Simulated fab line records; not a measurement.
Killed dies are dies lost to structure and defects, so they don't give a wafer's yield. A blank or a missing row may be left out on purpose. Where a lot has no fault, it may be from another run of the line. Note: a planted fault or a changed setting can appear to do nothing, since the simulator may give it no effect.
Which tool is to blame? / flow n5 finfet / Sampling: 8 lots, 24 wafers, 7 of 1938 route steps

== WHAT THE GAUGES SHOWED, per wafer ==
N5_DUMMY_GATE_INSPECT_27: inspects for defects (brightfield).
lot=L527; measured=day 3 01:10; on=defect inspect-01; raw defect count=324 481 420
lot=L530; measured=day 3 17:58; on=defect inspect-02; raw defect count=317 382 421
lot=L534; measured=day 4 19:41; on=defect inspect-02; raw defect count=273 339 407
lot=L540; measured=day 6 04:11; on=defect inspect-02; raw defect count=1419 289 255
lot=L546; measured=day 7 19:54; on=defect inspect-01; raw defect count=251 375 341
lot=L548; measured=day 8 12:47; on=defect inspect-02; raw defect count=269 301 332
lot=L550; measured=day 8 17:28; on=defect inspect-02; raw defect count=235 399 213
lot=L549; measured=day 8 18:19; on=defect inspect-02; raw defect count=283 254 238

N5_SD_EPI_N_CD_MEAS_09 targets a cd of 120 nm.
lot=L527; measured=day 3 02:03; on=cd sem-02; cd nm (nm)=119.9 120.2 119.1
lot=L530; measured=day 3 18:58; on=cd sem-01; cd nm (nm)=120.2 119.5 120.0
lot=L534; measured=day 4 20:52; on=cd sem-01; cd nm (nm)=119.5 120.1 119.9
lot=L540; measured=day 6 06:13; on=cd sem-02; cd nm (nm)=119.8 118.9 119.6
lot=L546; measured=day 7 22:46; on=cd sem-02; cd nm (nm)=119.6 119.1 118.8
lot=L548; measured=day 8 14:50; on=cd sem-03; cd nm (nm)=119.8 118.8 121.1
lot=L550; measured=day 8 19:30; on=cd sem-03; cd nm (nm)=120.2 120.9 120.2
lot=L549; measured=day 8 20:24; on=cd sem-02; cd nm (nm)=120.1 118.8 120.3

N5_SD_EPI_N_INSPECT_11: inspects for defects (macro).
lot=L527; measured=day 3 02:06; on=defect inspect-02; raw defect count=3 5 2
lot=L530; measured=day 3 19:01; on=defect inspect-02; raw defect count=0 1 7
lot=L534; measured=day 4 20:55; on=defect inspect-01; raw defect count=2 2 4
lot=L540; measured=day 6 06:16; on=defect inspect-02; raw defect count=>300 1 5
lot=L546; measured=day 7 22:49; on=defect inspect-02; raw defect count=4 4 1
lot=L548; measured=day 8 14:53; on=defect inspect-02; raw defect count=2 0 2
lot=L550; measured=day 8 19:34; on=defect inspect-01; raw defect count=1 3 1
lot=L549; measured=day 8 20:27; on=defect inspect-02; raw defect count=3 1 2

N5_BEOL_M4_RC_MEAS_101.
lot=L527; measured=day 7 22:14; on=prober-01; DIBL_N (mV/V)=33.2 34.0 32.9; DIBL_P (mV/V)=33.2 35.0 32.9; IOFF_N (nA/um)=0.118 0.134 0.122; IOFF_P (nA/um)=0.19 0.22 0.19; ION_N (uA/um)=664 661 661; ION_P (uA/um)=460 466 459; SS_N (mV/dec)=70.7 71.5 71.3; SS_P (mV/dec)=72.6 73.1 72.2; VT_N (mV)=253.6 251.4 250.9; VT_P (mV)=-248 -249 -250
lot=L530; measured=day 8 15:06; on=prober-02; DIBL_N (mV/V)=33.5 35.2 37.1; DIBL_P (mV/V)=30.8 33.0 34.6; IOFF_N (nA/um)=0.133 0.156 0.187; IOFF_P (nA/um)=0.20 0.23 0.26; ION_N (uA/um)=683 686 677; ION_P (uA/um)=480 476 471; SS_N (mV/dec)=70.9 70.7 72.3; SS_P (mV/dec)=72.1 72.6 73.4; VT_N (mV)=249.5 249.5 245.7; VT_P (mV)=-248 -246 -244
lot=L534; measured=day 9 07:34; on=prober-01; DIBL_N (mV/V)=38.1 35.9 37.8; DIBL_P (mV/V)=35.7 33.7 36.1; IOFF_N (nA/um)=0.166 0.131 0.174; IOFF_P (nA/um)=0.20 0.18 0.21; ION_N (uA/um)=666 671 684; ION_P (uA/um)=453 460 466; SS_N (mV/dec)=71.7 71.0 72.0; SS_P (mV/dec)=73.3 72.3 73.2; VT_N (mV)=248.8 252.3 247.9; VT_P (mV)=-252 -249 -250
lot=L540; measured=day 11 04:47; on=prober-02; DIBL_N (mV/V)=36.8 35.7 36.5; DIBL_P (mV/V)=38.0 36.2 37.4; IOFF_N (nA/um)=0.164 0.139 0.158; IOFF_P (nA/um)=0.26 0.22 0.25; ION_N (uA/um)=664 675 678; ION_P (uA/um)=462 471 469; SS_N (mV/dec)=71.3 71.6 70.7; SS_P (mV/dec)=73.9 72.9 74.2; VT_N (mV)=248.3 252.3 249.6; VT_P (mV)=-246 -250 -245
lot=L546; measured=day 12 18:56; on=prober-02; DIBL_N (mV/V)=37.5 34.7 36.6; DIBL_P (mV/V)=34.8 31.6 34.2; IOFF_N (nA/um)=0.156 0.118 0.154; IOFF_P (nA/um)=0.19 0.15 0.19; ION_N (uA/um)=660 643 677; ION_P (uA/um)=450 447 460; SS_N (mV/dec)=71.6 71.4 70.9; SS_P (mV/dec)=73.1 72.4 73.1; VT_N (mV)=251.8 254.1 250.6; VT_P (mV)=-251 -255 -256
lot=L548; measured=day 13 21:15; on=prober-01; DIBL_N (mV/V)=37.1 35.3 36.2; DIBL_P (mV/V)=36.8 34.9 36.0; IOFF_N (nA/um)=0.195 0.147 0.178; IOFF_P (nA/um)=0.23 0.19 0.22; ION_N (uA/um)=678 672 677; ION_P (uA/um)=461 457 463; SS_N (mV/dec)=71.9 71.5 72.2; SS_P (mV/dec)=72.9 72.3 72.4; VT_N (mV)=247.2 251.9 249.4; VT_P (mV)=-250 -253 -250
lot=L550; measured=day 14 16:55; on=prober-02; DIBL_N (mV/V)=34.9 40.0 37.2; DIBL_P (mV/V)=33.0 39.2 35.1; IOFF_N (nA/um)=0.124 0.210 0.147; IOFF_P (nA/um)=0.19 0.30 0.23; ION_N (uA/um)=667 684 675; ION_P (uA/um)=465 473 478; SS_N (mV/dec)=70.6 71.4 70.6; SS_P (mV/dec)=72.9 75.1 73.6; VT_N (mV)=250.1 246.3 249.8; VT_P (mV)=-249 -246 -248
lot=L549; measured=day 15 05:43; on=prober-01; DIBL_N (mV/V)=35.2 34.7 36.7; DIBL_P (mV/V)=34.8 33.7 36.9; IOFF_N (nA/um)=0.156 0.139 0.201; IOFF_P (nA/um)=0.22 0.20 0.26; ION_N (uA/um)=662 670 694; ION_P (uA/um)=460 468 482; SS_N (mV/dec)=71.1 70.9 71.0; SS_P (mV/dec)=73.1 72.1 73.1; VT_N (mV)=247.2 251.6 243.3; VT_P (mV)=-244 -245 -242

== WHAT TOOL EACH LOT RAN ON (gives the tool, then ch and the chambers of the sampled wafers, and finally the start) ==
lot=L527; N5_DUMMY_GATE_ETCH_37=rie diel-04 ch 0,1,2, day 3 00:04; N5_DUMMY_GATE_STRIP_40=rie diel-04 ch 1,2,3, day 3 00:15; N5_DUMMY_GATE_HM_OPEN_21=rie diel-05 ch 2,3, day 3 00:31
lot=L530; N5_DUMMY_GATE_ETCH_37=rie diel-02 ch 0,1,2, day 3 16:42; N5_DUMMY_GATE_STRIP_40=rie diel-02 ch 0,1,3, day 3 17:08; N5_DUMMY_GATE_HM_OPEN_21=rie diel-05 ch 0,1,2, day 3 17:19
lot=L534; N5_DUMMY_GATE_ETCH_37=rie diel-05 ch 0,1, day 4 18:27; N5_DUMMY_GATE_STRIP_40=rie diel-04 ch 0,1,3, day 4 18:50; N5_DUMMY_GATE_HM_OPEN_21=rie diel-04 ch 0,1,3, day 4 19:02
lot=L540; N5_DUMMY_GATE_ETCH_37=rie diel-02 ch 0,1, day 6 03:10; N5_DUMMY_GATE_STRIP_40=rie diel-02 ch 0,1,2, day 6 03:21; N5_DUMMY_GATE_HM_OPEN_21=rie diel-02 ch 0,2, day 6 03:32
lot=L546; N5_DUMMY_GATE_ETCH_37=rie diel-05 ch 0,1, day 7 18:54; N5_DUMMY_GATE_STRIP_40=rie diel-04 ch 1,2,3, day 7 19:05; N5_DUMMY_GATE_HM_OPEN_21=rie diel-02 ch 0,3, day 7 19:16
lot=L548; N5_DUMMY_GATE_ETCH_37=rie diel-02 ch 0,2, day 8 11:45; N5_DUMMY_GATE_STRIP_40=rie diel-04 ch 0,3, day 8 11:56; N5_DUMMY_GATE_HM_OPEN_21=rie diel-05 ch 0,2,3, day 8 12:07
lot=L550; N5_DUMMY_GATE_ETCH_37=rie diel-02 ch 0,1,3, day 8 16:27; N5_DUMMY_GATE_STRIP_40=rie diel-02 ch 0,2,3, day 8 16:38; N5_DUMMY_GATE_HM_OPEN_21=rie diel-05 ch 1,2, day 8 16:49
lot=L549; N5_DUMMY_GATE_ETCH_37=rie diel-05 ch 2,3, day 8 17:19; N5_DUMMY_GATE_STRIP_40=rie diel-02 ch 0,1,2, day 8 17:29; N5_DUMMY_GATE_HM_OPEN_21=rie diel-05 ch 1,3, day 8 17:40
- N5_DUMMY_GATE_ETCH_37: etches SOC in N2/H2, target depth 60 nm, overetch 30 nm.
- N5_DUMMY_GATE_STRIP_40: strips in CF4.
- N5_DUMMY_GATE_HM_OPEN_21: chemistry CH3F/O2, target SiNx, target depth 120 nm, time 171.4 s.

== WHAT THE TOOLS THEMSELVES READ (means of the sampled wafers that have a number; where no wafer has one, the mark that the record gives instead) ==
N5_DUMMY_GATE_ETCH_37.
lot=L527; tool=rie diel-04; bias w (W)=149.9; drypump motor current A (A)=5.2; oes product au (a.u.)=0.60; rf vpp V (V)=526.6; showerhead plenum p Torr (Torr)=2.64; throttle valve pct (%)=17.84
lot=L530; tool=rie diel-02; bias w (W)=149.9; drypump motor current A (A)=5.8; oes product au (a.u.)=0.67; rf vpp V (V)=525.7; showerhead plenum p Torr (Torr)=2.62; throttle valve pct (%)=17.92
lot=L534; tool=rie diel-05; bias w (W)=149.6; drypump motor current A (A)=5.8; oes product au (a.u.)=0.63; rf vpp V (V)=525.3; showerhead plenum p Torr (Torr)=2.61; throttle valve pct (%)=18.27
lot=L540; tool=rie diel-02; bias w (W)=150.0; drypump motor current A (A)=5.7; oes product au (a.u.)=0.66; rf vpp V (V)=524.9; showerhead plenum p Torr (Torr)=2.58; throttle valve pct (%)=18.01
lot=L546; tool=rie diel-05; bias w (W)=150.4; drypump motor current A (A)=5.4; oes product au (a.u.)=0.57; rf vpp V (V)=525.8; showerhead plenum p Torr (Torr)=2.62; throttle valve pct (%)=18.47
lot=L548; tool=rie diel-02; bias w (W)=150.1; drypump motor current A (A)=5.6; oes product au (a.u.)=0.61; rf vpp V (V)=525.0; showerhead plenum p Torr (Torr)=2.60; throttle valve pct (%)=17.95
lot=L550; tool=rie diel-02; bias w (W)=150.2; drypump motor current A (A)=5.8; oes product au (a.u.)=0.68; rf vpp V (V)=525.9; showerhead plenum p Torr (Torr)=2.63; throttle valve pct (%)=17.93
lot=L549; tool=rie diel-05; bias w (W)=150.1; drypump motor current A (A)=5.4; oes product au (a.u.)=0.59; rf vpp V (V)=521.9; showerhead plenum p Torr (Torr)=2.42; throttle valve pct (%)=17.81

N5_DUMMY_GATE_STRIP_40.
lot=L527; tool=rie diel-04; drypump motor current A (A)=5.1; oes product au (a.u.)=0.73; rf vpp V (V)=272.8; showerhead plenum p Torr (Torr)=1.84; throttle valve pct (%)=13.86
lot=L530; tool=rie diel-02; drypump motor current A (A)=5.8; oes product au (a.u.)=0.82; rf vpp V (V)=271.2; showerhead plenum p Torr (Torr)=1.79; throttle valve pct (%)=13.72
lot=L534; tool=rie diel-04; drypump motor current A (A)=5.3; oes product au (a.u.)=0.74; rf vpp V (V)=270.9; showerhead plenum p Torr (Torr)=1.85; throttle valve pct (%)=13.67
lot=L540; tool=rie diel-02; drypump motor current A (A)=5.7; oes product au (a.u.)=0.81; rf vpp V (V)=271.2; showerhead plenum p Torr (Torr)=1.84; throttle valve pct (%)=13.63
lot=L546; tool=rie diel-04; drypump motor current A (A)=5.1; oes product au (a.u.)=0.79; rf vpp V (V)=272.0; showerhead plenum p Torr (Torr)=1.83; throttle valve pct (%)=13.72
lot=L548; tool=rie diel-04; drypump motor current A (A)=5.4; oes product au (a.u.)=0.69; rf vpp V (V)=271.5; showerhead plenum p Torr (Torr)=1.80; throttle valve pct (%)=13.83
lot=L550; tool=rie diel-02; drypump motor current A (A)=5.7; oes product au (a.u.)=0.80; rf vpp V (V)=272.5; showerhead plenum p Torr (Torr)=1.86; throttle valve pct (%)=13.58
lot=L549; tool=rie diel-02; drypump motor current A (A)=5.8; oes product au (a.u.)=0.79; rf vpp V (V)=270.9; showerhead plenum p Torr (Torr)=1.83; throttle valve pct (%)=13.68

N5_DUMMY_GATE_HM_OPEN_21.
lot=L527; tool=rie diel-05; O2_flow_sccm (sccm)=22.96; bias w (W)=73.08; drypump motor current A (A)=5.5; oes product au (a.u.)=0.78; rf vpp V (V)=296; showerhead plenum p Torr (Torr)=1.95; throttle valve pct (%)=16.51
lot=L530; tool=rie diel-05; O2_flow_sccm (sccm)=22.89; bias w (W)=73.15; drypump motor current A (A)=5.6; oes product au (a.u.)=0.77; rf vpp V (V)=299; showerhead plenum p Torr (Torr)=2.02; throttle valve pct (%)=16.65
lot=L534; tool=rie diel-04; O2_flow_sccm (sccm)=22.95; bias w (W)=72.91; drypump motor current A (A)=5.3; oes product au (a.u.)=0.74; rf vpp V (V)=307; showerhead plenum p Torr (Torr)=2.07; throttle valve pct (%)=16.49
lot=L540; tool=rie diel-02; O2_flow_sccm (sccm)=22.95; bias w (W)=73.11; drypump motor current A (A)=5.7; oes product au (a.u.)=0.78; rf vpp V (V)=307; showerhead plenum p Torr (Torr)=2.09; throttle valve pct (%)=16.50
lot=L546; tool=rie diel-02; O2_flow_sccm (sccm)=23.04; bias w (W)=72.86; drypump motor current A (A)=5.7; oes product au (a.u.)=0.89; rf vpp V (V)=296; showerhead plenum p Torr (Torr)=2.13; throttle valve pct (%)=16.46
lot=L548; tool=rie diel-05; O2_flow_sccm (sccm)=23.07; bias w (W)=72.85; drypump motor current A (A)=5.4; oes product au (a.u.)=0.72; rf vpp V (V)=297; showerhead plenum p Torr (Torr)=1.98; throttle valve pct (%)=16.75
lot=L550; tool=rie diel-05; O2_flow_sccm (sccm)=22.98; bias w (W)=73.00; drypump motor current A (A)=6.0; oes product au (a.u.)=0.79; rf vpp V (V)=296; showerhead plenum p Torr (Torr)=2.00; throttle valve pct (%)=16.53
lot=L549; tool=rie diel-05; O2_flow_sccm (sccm)=22.96; bias w (W)=73.25; drypump motor current A (A)=5.6; oes product au (a.u.)=0.77; rf vpp V (V)=301; showerhead plenum p Torr (Torr)=1.98; throttle valve pct (%)=16.55

== THE ANSWER, worked out from the rows above alone ==
Rule: the lots themselves supply what counts as usual. Put in order of their means at a reading, lots are off if they are a third of the lots or fewer, leave a main group of 4 or more, and stand apart from it by a gap of 3 or more times the standard deviation of the main group's means; of several such gaps the widest counts. If all means in a main group match to the digits the tables above print for the reading, that group is not used. A lot without any number at a reading at which 4 lots or more have one is off too. Any other lot the step has rows for is counted as sound. Order of review: gauges by route order, followed by the tools' own readings, for which a lot's mean as printed above is used. At the first step where some lot is off, the reading lying furthest off is the one used; lots without a number count as furthest.
Off at N5_DUMMY_GATE_INSPECT_27 (raw defect count): L540. Mean 326 and standard deviation 48 in the main group.
A tool fits if, at a process step before that reading, it ran every lot that is off, and no sound lot after the first of them. The gauges at N5_DUMMY_GATE_INSPECT_27 aren't tried: what is off there is off at N5_BEOL_M4_RC_MEAS_101 too, on other tools, and a gauge's error can't cause that. No candidate that was tried fits.

== WHAT WAS PUT IN BY THE SIMULATOR ==
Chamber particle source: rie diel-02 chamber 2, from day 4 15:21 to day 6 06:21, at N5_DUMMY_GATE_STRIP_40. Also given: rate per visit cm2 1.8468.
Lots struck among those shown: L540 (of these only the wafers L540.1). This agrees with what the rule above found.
